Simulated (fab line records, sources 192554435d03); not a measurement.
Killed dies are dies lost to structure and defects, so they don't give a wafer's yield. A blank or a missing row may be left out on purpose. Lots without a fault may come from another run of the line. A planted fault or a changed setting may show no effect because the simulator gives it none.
fab line records | flow n5_finfet
record lots=9 wafers=25 last_day=18
route steps=1938 shown BEOL_M4@1111 BEOL_M11@1569 BEOL_M12@1602 PASSIVATION@1936
lots that met no fault: from a run of the same line without faults
start_h: hours from the record's first day to the start of the lot's first wafer shown | wait_h: hours since the lot's step before | " the same as in the row above | L1.1+2: a row that stands for several wafers | - no value, or no start given | * or withheld: withheld | < > ~ a bound
route shown NAME@n: a module of which the file shows steps, and the number in the route of the first | usual: mean/standard deviation of fault-free wafers | same: alike in all rows | chamber/n: place in a boat | sites: the reading at each site | _std_site: their standard deviation | _edge_site: outer sites' mean less inner sites' | radius_mm: how far each site lies from the wafer's centre | mask NAME#n: copy n | behind: the tool/chamber that last shaped the wafer | hold: why the lot was held/for how many hours/how that ended | device: the transistor (n, p or np) that didn't switch | end of line: the same wafers' tests at the end of the route | a step without rows: its recipe alone | killed: dies lost to structure and defects at the first sort, not the wafer's yield | map: a wafer's dies, x killed, . not, _ none there
set.NAME: the setting as run; set.NAME@STEP: as run at that earlier step | model.NAME: the simulator's own value behind a step, which no gauge read
steps of the route over a sample of lots; a table a step, a row a wafer
services: from which hour (start_h, from the record's first day; less than 0 if before it) a tool's chamber was out of use, for how many hours, and why
## steps
# step N5_BEOL_M4_RC_MEAS_101
# usual DIBL_N=36.4/1.2 DIBL_P=36.1/1.6 IOFF_N=0.156/0.024 IOFF_P=0.21/0.031 ION_N=674/11 ION_P=463/6.9 SS_N=71.5/0.5 SS_P=73.2/0.55 VT_N=250.0/2.9 VT_P=-250/3.6
# columns lot.wafer tool chamber start_h wait_h DIBL_N[mV/V] DIBL_P[mV/V] IOFF_N[nA/um] IOFF_P[nA/um] ION_N[uA/um] ION_P[uA/um] SS_N[mV/dec] SS_P[mV/dec] VT_N[mV] VT_P[mV]
L957.2 prober-02 0 166.60 0.2 37.7 38.4 0.178 0.22 671 462 72.2 73.5 250.2 -250
L957.3 " 0 " " 35.5 36.8 0.155 0.20 675 464 71.2 72.9 251.4 -251
L957.6 " 0 " " 36.2 37.6 0.157 0.20 679 464 70.8 72.7 250.2 -252
L965.4 prober-02 0 203.37 0.5 37.3 38.3 0.173 0.21 677 461 72.0 72.5 247.9 -248
L965.5 " 0 " " 37.4 37.4 0.163 0.19 683 466 71.9 73.1 249.7 -249
L969.1 prober-01 0 227.28 0.0 34.6 32.7 0.127 0.18 661 454 71.4 72.3 255.9 -252
L969.3 " 0 " " 34.1 32.2 0.117 0.17 660 453 71.3 72.0 255.5 -253
L969.5 " 0 " " 36.6 35.1 0.156 0.21 678 460 71.4 73.0 250.3 -249
L968.4 prober-02 0 232.87 0.5 38.5 38.2 0.185 0.25 683 468 72.3 73.4 245.3 -249
L968.5 " 0 " " 38.9 38.0 0.180 0.25 675 465 72.3 73.4 249.4 -246
L972.1 prober-02 0 252.63 0.0 37.7 36.7 0.170 0.20 672 455 71.7 74.1 250.4 -252
L972.5 " 0 " " 35.5 34.2 0.130 0.16 667 460 70.6 73.1 253.5 -256
L972.6 " 0 " " 35.6 34.6 0.140 0.17 671 460 71.4 73.3 252.1 -254
L977.1 prober-02 0 284.30 0.0 34.0 34.0 0.129 0.18 667 467 71.0 73.1 252.9 -249
L977.4 " 0 " " 34.5 35.2 0.134 0.20 670 467 71.1 72.5 249.4 -250
L977.5 " 0 " " 34.4 33.8 0.120 0.18 660 459 70.2 72.6 251.6 -250
L978.2 prober-02 0 300.99 0.2 37.2 36.8 0.152 0.20 674 464 71.7 72.6 251.9 -254
L978.4 " 0 " " 35.7 34.9 0.127 0.18 669 462 71.3 72.5 253.1 -254
L978.6 " 0 " " 36.0 34.9 0.134 0.18 681 464 71.2 72.6 253.8 -255
L979.1 prober-02 0 314.63 0.0 37.1 37.7 0.179 0.23 668 464 71.8 74.1 247.6 -249
L979.5 " 0 " " 36.2 36.1 0.154 0.20 657 455 71.2 73.4 252.0 -253
L979.6 " 0 " " 36.1 36.2 0.154 0.20 670 460 71.6 73.5 250.1 -253
L980.1 prober-01 0 314.74 0.0 35.8 35.8 0.156 0.19 678 464 71.4 73.8 248.1 -253
L980.3 " 0 " " 35.0 34.4 0.141 0.17 674 452 72.0 73.3 251.6 -255
L980.5 " 0 " " 35.1 34.8 0.140 0.17 681 464 71.5 72.8 248.5 -254
# step N5_BEOL_M11_OVL_MEAS_29
# recipe points_per_wafer=44
# usual V10_OVL=0.5/0.71
# columns lot.wafer tool chamber start_h wait_h V10_OVL[nm]
L957.2 overlay-02 0 222.83 0.0 0.6
L957.3 " 0 " " 0.9
L957.6 " 0 " " 0.9
L965.4 overlay-02 0 257.79 0.0 0.4
L965.5 " 0 " " 0.9
L968.4 overlay-01 0 289.33 0.0 -0.9
L968.5 " 0 " " -0.8
L969.1 overlay-02 0 289.58 0.0 1.2
L969.3 " 0 " " 1.0
L969.5 " 0 " " 1.0
L972.1 overlay-01 0 312.89 0.0 0.6
L972.5 " 0 " " 0.4
L972.6 " 0 " " 0.4
L977.1 overlay-02 0 345.94 0.0 0.3
L977.4 " 0 " " -0.2
L977.5 " 0 " " 0.3
L978.2 overlay-02 0 359.39 0.0 1.2
L978.4 " 0 " " 1.2
L978.6 " 0 " " 0.0
L980.1 overlay-02 0 375.94 0.0 0.4
L980.3 " 0 " " 0.0
L980.5 " 0 " " 0.4
L979.1 overlay-01 0 376.39 0.0 1.1
L979.5 " 0 " " 0.7
L979.6 " 0 " " 1.5
# step N5_BEOL_M11_DEGAS_44
# recipe ambient=vacuum temp_c=250 time_s=60
# usual heater_power_w=331/38
# columns lot.wafer tool chamber start_h wait_h heater_power_w
L957.2 pvd_sputter-03 - 224.75 1.0 393
L957.3 " - " " 297
L957.6 " - " " 398
L965.4 pvd_sputter-03 - 259.10 0.2 363
L965.5 " - " " 265
L968.4 pvd_sputter-03 - 290.86 0.1 272
L968.5 " - " " 308
L969.1 pvd_sputter-03 - 291.56 0.4 291
L969.3 " - " " 358
L969.5 " - " " 298
L972.1 pvd_sputter-02 - 314.88 0.3 367
L972.5 " - " " 345
L972.6 " - " " 339
L977.1 pvd_sputter-03 - 347.25 0.5 269
L977.4 " - " " 398
L977.5 " - " " 386
L978.2 pvd_sputter-01 - 360.70 0.5 332
L978.4 " - " " 270
L978.6 " - " " 320
L980.1 pvd_sputter-02 - 377.29 0.4 340
L980.3 " - " " 323
L980.5 " - " " 356
L979.1 pvd_sputter-02 - 378.39 0.3 336
L979.5 " - " " 371
L979.6 " - " " 329
# step N5_BEOL_M11_CMP_52
# recipe stop_on=SiCOH_lowk t_overpolish_s=7 down_force_psi=1 platen_rpm=50 clearing_platen_down_force_psi=1.5 clearing_platen_rpm=50 post_cmp_clean=cu_alkaline target_thk_nm=140 clearing_platen_pad_velocity_m_s=0.99484 pad_velocity_m_s=0.99484
# usual barrier_field_endpoint_s=28.8/0.71 clearing_platen_down_force_psi=1.500/0.0032 motor_current_A=6.3/0.55 overpolish_run_s=7.000/0.0096 pad_life_wafers=1218/540 time_to_endpoint_s=65.3/2.5
# same t_overpolish_s=7
# columns lot.wafer tool chamber start_h wait_h barrier_field_endpoint_s clearing_platen_down_force_psi motor_current_A overpolish_run_s pad_life_wafers time_to_endpoint_s
L957.3 cmp-02 2 225.97 0.2 27.2 1.496 6.6 7.002 830 60.3
L957.2 " 3 " " 26.6 1.503 5.9 7.000 831 56.0
L957.6 " 1 " " 28.3 1.502 6.6 6.976 - 63.4
L965.4 cmp-02 0 260.33 0.2 46.8 1.497 6.8 0.035 1118 87.1
L965.5 " 3 " " 28.9 1.497 6.3 6.998 - 60.9
L968.4 cmp-02 3 292.18 0.2 46.9 1.505 5.8 0.042 1363 86.9
L968.5 " 3 " " 28.0 1.503 6.2 7.009 - 60.3
L969.3 cmp-03 1 293.14 0.2 29.0 1.505 5.9 7.003 457 66.7
L969.1 " 2 " " 29.1 1.499 5.5 7.000 458 64.5
L969.5 " 1 " " 28.8 1.497 5.9 7.000 - 63.0
L972.1 cmp-01 3 318.48 0.3 28.7 1.499 6.0 6.995 1735 63.6
L972.6 " 2 " " 29.0 1.499 6.3 6.995 - 62.4
L972.5 " 3 " " 30.0 1.502 6.2 7.011 - 69.0
L977.1 cmp-01 0 348.62 0.3 28.8 1.498 6.5 7.008 1938 65.0
L977.4 " 3 " " 29.6 1.502 6.0 7.014 1941 66.5
L977.5 " 1 " " 28.8 1.501 6.3 6.998 - 65.3
L978.4 cmp-03 2 362.50 0.2 30.0 1.497 4.9 6.990 1020 68.0
L978.2 " 3 " " 29.7 1.501 5.6 6.980 1021 67.0
L978.6 " 2 " " 30.5 1.497 5.1 7.007 - 67.8
L980.3 cmp-01 3 379.44 0.2 28.3 1.498 6.2 7.007 126 69.0
L980.1 " 1 " " 28.8 1.502 6.2 6.995 128 69.2
L980.5 " 3 " " 29.4 1.504 6.1 7.007 - 67.3
L979.1 cmp-01 0 382.13 0.5 28.7 1.497 6.7 6.989 159 67.8
L979.5 " 1 " " 29.2 1.502 6.3 7.006 - 68.3
L979.6 " 2 " " 29.9 1.499 6.3 7.005 - 66.5
# step N5_BEOL_M11_THK_MEAS_53
# recipe thk_meas_gauge=xrf reads=Cu_of_BEOL_M11_ECD_50
# usual M11_THK=137.3/2.6
# columns lot.wafer tool chamber start_h wait_h M11_THK[nm]
L957.2 film_metro-01 - 226.19 - 137.1
L957.3 " - " " 137.1
L957.6 " - " " 134.9
L965.4 film_metro-02 - 260.55 - 253.9
L965.5 " - " " 140.8
L968.4 film_metro-02 - 292.43 - 252.6
L968.5 " - " " 135.5
L969.1 film_metro-01 - 293.40 - 141.3
L969.3 " - " " 138.2
L969.5 " - " " 138.3
L972.1 film_metro-01 - 318.74 - 141.3
L972.5 " - " " 142.6
L972.6 " - " " 137.8
L977.1 film_metro-01 - 348.91 - 134.3
L977.4 " - " " 135.6
L977.5 " - " " 135.7
L978.2 film_metro-01 - 362.79 - 138.1
L978.4 " - " " 134.1
L978.6 " - " " 139.9
L980.1 film_metro-02 - 379.73 - 134.7
L980.3 " - " " 141.7
L980.5 " - " " 142.0
L979.1 film_metro-01 - 382.32 - 134.2
L979.5 " - " " 135.6
L979.6 " - " " 132.0
# step N5_BEOL_M11_INSPECT_58
# recipe inspect_instrument=darkfield mode=post_dep
# usual raw_defect_count=72/19
# columns lot.wafer tool chamber start_h wait_h raw_defect_count
L957.2 defect_inspect-01 - 226.36 0.0 41
L957.3 " - " " 82
L957.6 " - " " 69
L965.4 defect_inspect-02 - 260.70 0.0 1101
L965.5 " - " " 68
L968.4 defect_inspect-02 - 292.59 0.0 1097
L968.5 " - " " 94
L969.1 defect_inspect-01 - 293.55 0.0 65
L969.3 " - " " 52
L969.5 " - " " 75
L972.1 defect_inspect-02 - 318.89 0.0 90
L972.5 " - " " 79
L972.6 " - " " 64
L977.1 defect_inspect-02 - 349.06 0.0 78
L977.4 " - " " 65
L977.5 " - " " 80
L978.2 defect_inspect-02 - 362.94 0.0 80
L978.4 " - " " 63
L978.6 " - " " 66
L980.1 defect_inspect-02 - 379.88 0.0 54
L980.3 " - " " 43
L980.5 " - " " 58
L979.1 defect_inspect-02 - 382.47 0.0 85
L979.5 " - " " 85
L979.6 " - " " 92
# step N5_BEOL_M12_ILD_DEP_00
# recipe material=SiOC target_thk_a=6589.2 temp_c=350 precursor=DEMS/O2 pressure_torr=5 rf_w=500 time_s=130.7
# usual heater_power_w=466/65 showerhead_plenum_p_Torr=5.701/0.014 throttle_valve_pct=12.3/0.54
# columns lot.wafer tool chamber start_h wait_h heater_power_w showerhead_plenum_p_Torr throttle_valve_pct
L957.2 pecvd-03 0 226.40 0.0 426 5.700 13.3
L957.3 " 2 " " 432 5.697 12.0
L957.6 " 2 " " 341 5.717 11.8
L965.5 pecvd-03 1 260.78 0.1 538 5.700 11.7
L968.5 pecvd-03 1 292.67 0.1 541 5.705 11.6
L969.1 pecvd-03 0 293.59 0.0 461 5.719 13.3
L969.3 " 2 " " 395 5.712 11.9
L969.5 " 1 " " 513 5.700 12.1
L972.1 pecvd-04 1 318.93 0.0 542 5.676 12.2
L972.5 " 1 " " 544 5.706 11.9
L972.6 " 0 " " 444 5.683 12.5
L977.1 pecvd-04 0 349.10 0.0 440 5.682 12.3
L977.4 " 2 " " 569 5.679 12.4
L977.5 " 1 " " 437 5.686 12.0
L978.2 pecvd-02 1 362.98 0.0 485 5.707 11.3
L978.4 " 2 " " 519 5.692 12.3
L978.6 " 0 " " 540 5.699 12.2
L980.1 pecvd-03 0 379.92 0.0 426 5.711 13.2
L980.3 " 1 " " 531 5.713 11.8
L980.5 " 1 " " 552 5.697 12.0
L979.1 pecvd-03 0 382.50 0.0 401 5.707 13.2
L979.5 " 0 " " 418 5.710 13.1
L979.6 " 1 " " 536 5.694 12.0
# step N5_PASSIVATION_PROBE_49
# usual defect_limited_yield=91.4/1.5 killed_at_M0_to_M3=31/11 killed_at_M4_up=13/5.5 killed_at_contacts=13/6.3 killed_at_front_end=40/13 killed_at_other=3.3/2.6 killed_dies=101/18 killed_on_rim=13/4 killed_open=67/13 killed_short=33/7.9 sort_bin_5_function=5.1/1 sort_bin_6_memory=3.2/0.68 sort_n_pass=1079/18 sort_yield_pct=91.4/1.5
# same gross_dies=1180 killed_at_back_side=0 sort_bin_4_leakage[%]=0 sort_bin_8_speed[%]=0
# columns lot.wafer tool chamber start_h wait_h defect_limited_yield[%] killed_at_M0_to_M3 killed_at_M4_up killed_at_contacts killed_at_front_end killed_at_other killed_dies killed_on_rim killed_open killed_short sort_bin_5_function[%] sort_bin_6_memory[%] sort_n_pass sort_yield_pct[%]
L965.4 prober-02 - 297.91 0.2 0 27 1100 11 40 2 1180 152 62 32 4.7 3.2 0 0
L965.5 prober-02 - 297.96 0.2 90.6 39 17 9 44 2 111 13 67 43 5.1 4.2 1069 90.6
L968.4 prober-01 - 331.35 0.2 0 31 1085 28 31 5 1180 152 77 33 5.5 3.6 0 0
L968.5 prober-01 - 331.40 0.2 91.4 40 13 19 18 11 101 12 70 31 5.3 2.6 1079 91.4
# killed by level:class
L965.4 BEOL_M11:area_cmp=1086 MOL_CONTACT_COAG:geometric_particle:open=8 FIN_SAQP:geometric_particle:open=8 BEOL_M3:geometric_particle:open=7 STI_FIN_REVEAL:geometric_particle:open=6 BEOL_M2:geometric_particle:open=6 FIN_SAQP:geometric_particle:short=5 GATE_CUT:geometric_particle:short=5
L965.5 FIN_SAQP:geometric_particle:short=17 STI_FIN_REVEAL:geometric_particle:open=10 BEOL_M2:geometric_particle:open=9 BEOL_M3:geometric_particle:open=9 MOL_CONTACT_COAG:geometric_particle:open=7 BEOL_M1:geometric_particle:open=7 FIN_SAQP:geometric_particle:open=5 BEOL_M4:geometric_particle:open=5
L968.4 BEOL_M11:area_cmp=1070 MOL_CONTACT_COAG:geometric_particle:open=22 STI_FIN_REVEAL:geometric_particle:open=10 DUMMY_GATE:geometric_particle:open=7 BEOL_M1:geometric_particle:open=7 MOL_CONTACT_COAG:geometric_particle:short=6 BEOL_M0_SAQP:geometric_particle:short=6 BEOL_M2:geometric_particle:open=5
L968.5 MOL_CONTACT_COAG:geometric_particle:open=15 BEOL_M2:geometric_particle:open=12 BEOL_M4:geometric_particle:open=10 BEOL_M0_SAQP:geometric_particle:open=7 BEOL_M0_SAQP:geometric_particle:short=6 BEOL_M1:geometric_particle:open=6 MOL_CONTACT_COAG:geometric_particle:short=4 PASS1_CAP:geometric_particle:open=4
## services
# columns tool chamber start_h hours kind
cmp-03 - 208.50 1.8 repair
pecvd-04 2 234.50 16.5 scheduled_down
cmp-03 - 234.58 4.0 pm
cmp-03 - 238.58 - consumable_replace:conditioner
cmp-03 - 238.58 - consumable_replace:pad
cmp-01 - 240.50 0.6 repair
pecvd-03 - 254.41 2.8 pm
cmp-03 - 263.00 0.4 repair
cmp-01 - 279.26 2.2 repair
pecvd-02 2 286.00 2.1 scheduled_down
pecvd-03 1 304.93 5.0 scheduled_down
cmp-03 - 323.45 5.2 pm
cmp-01 - 325.82 5.9 pm
pvd_sputter-02 - 347.06 1.0 repair
cmp-02 - 352.06 0.4 repair
cmp-01 - 360.09 0.7 repair
cmp-02 - 360.96 1.6 repair
cmp-01 - 361.95 4.0 pm
cmp-01 - 365.95 - consumable_replace:conditioner
cmp-01 - 365.95 - consumable_replace:pad
cmp-02 - 372.18 3.8 pm
cmp-02 - 379.36 8.5 pm
## key
first_sign step=N5_BEOL_M11_CMP_52 reading=overpolish_run_s direction=down sigmas=99+ usual=7.000 struck=0.038
effect step=N5_BEOL_M11_CMP_52 reading=barrier_field_endpoint_s direction=up sigmas=25 usual=28.8 struck=46.8
effect step=N5_BEOL_M11_THK_MEAS_53 reading=M11_THK direction=up sigmas=45 usual=137.3 struck=253.2
effect step=N5_BEOL_M11_INSPECT_58 reading=raw_defect_count direction=up sigmas=54 usual=72 struck=1099
effect step=N5_PASSIVATION_PROBE_49 reading=killed_at_M4_up direction=up sigmas=99+ usual=13 struck=1092
more_kills_born_at N5_BEOL_M11_CMP_52@cmp-02=2156
met_at N5_BEOL_M11_CMP_52
struck_lots L965,L968
struck_wafers L965.4,L968.4
later_rows_left_out L965.4,L968.4
not_acting_at N5_BEOL_M11_OVL_MEAS_29,N5_BEOL_M11_DEGAS_44,N5_BEOL_M12_ILD_DEP_00
onset_between 225.97 260.33
fault kind=process_parameter_drift tool=cmp-02 chamber=- onset_h=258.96 steps=N5_BEOL_M11_CMP_52 channel=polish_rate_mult offset=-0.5 shape=step end_h=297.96 scope=struck_wafers_only
# later_rows_left_out: the simulator's readings of these wafers behind a module that went badly wrong aren't trusted and aren't shown, but for the sort
